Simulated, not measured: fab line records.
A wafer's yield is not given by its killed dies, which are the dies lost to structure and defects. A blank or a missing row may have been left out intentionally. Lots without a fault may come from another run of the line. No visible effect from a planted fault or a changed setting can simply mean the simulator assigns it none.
Chamber matching :: flow nand_harc :: NHARC_A_WL_FILL_ALD_10 on ald_hk-04 has 4 sister chambers
The step deposits SiO2, target thk 50 nm, pulse time 10 s, ald cycles 500. 8 wafers are shown with their chamber, then 8 later ones without.

WAFERS PAIRED WITH THEIR CHAMBERS
wafer: L085.5
chamber: 2
heater_power_outer_w (W): 253
heater_power_w (W): 451

wafer: L085.6
chamber: 1
heater_power_outer_w (W): 249
heater_power_w (W): 473

wafer: L091.5
chamber: 2
heater_power_outer_w (W): 252
heater_power_w (W): 457

wafer: L091.6
chamber: 1
heater_power_outer_w (W): 257
heater_power_w (W): 497

wafer: L092.3
chamber: 3
heater_power_outer_w (W): 278
heater_power_w (W): 471

wafer: L092.5
chamber: 0
heater_power_outer_w (W): 242
heater_power_w (W): 450

wafer: L092.6
chamber: 3
heater_power_outer_w (W): 283
heater_power_w (W): 501

wafer: L094.2
chamber: 0
heater_power_outer_w (W): 237
heater_power_w (W): 441

WAFERS WITHOUT THEIR CHAMBER
wafer: L094.4
heater_power_outer_w (W): 259
heater_power_w (W): 491

wafer: L094.6
heater_power_outer_w (W): 241
heater_power_w (W): 444

wafer: L095.3
heater_power_outer_w (W): 252
heater_power_w (W): 446

wafer: L095.2
heater_power_outer_w (W): 234
heater_power_w (W): 431

wafer: L095.5
heater_power_outer_w (W): 253
heater_power_w (W): 503

wafer: L097.4
heater_power_outer_w (W): 271
heater_power_w (W): 479

wafer: L097.2
heater_power_outer_w (W): 253
heater_power_w (W): 442

wafer: L097.6
heater_power_outer_w (W): 276
heater_power_w (W): 476

WHICH CHAMBER EACH WENT THROUGH
wafer: L094.4
from the rows above: can't be placed: 1 or 2
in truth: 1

wafer: L094.6
from the rows above: 0
in truth: 0

wafer: L095.3
from the rows above: 2
in truth: 2

wafer: L095.2
from the rows above: 0
in truth: 0

wafer: L095.5
from the rows above: 1
in truth: 1

wafer: L097.4
from the rows above: 3
in truth: 3

wafer: L097.2
from the rows above: 2
in truth: 2

wafer: L097.6
from the rows above: 3
in truth: 3
Placed correctly: 7 of 8. Can't be placed from these rows: 1 (the true chamber is among the candidates in 1). 0 placed wrongly.
How it was worked out, from the rows above alone: a wafer's distance from a chamber is the root of the sum, over the readings, of the square of ((its reading less the chamber's mean) divided by the reading's scatter). The wafer belongs to the nearest chamber; if the next one is less than 2 further off, it can't be placed. The mean given for a chamber averages the wafers shown for that chamber. The scatter: take each reading less its chamber's mean, square it, sum over the shown wafers, divide by the number of wafers less the number of chambers, and take the root.
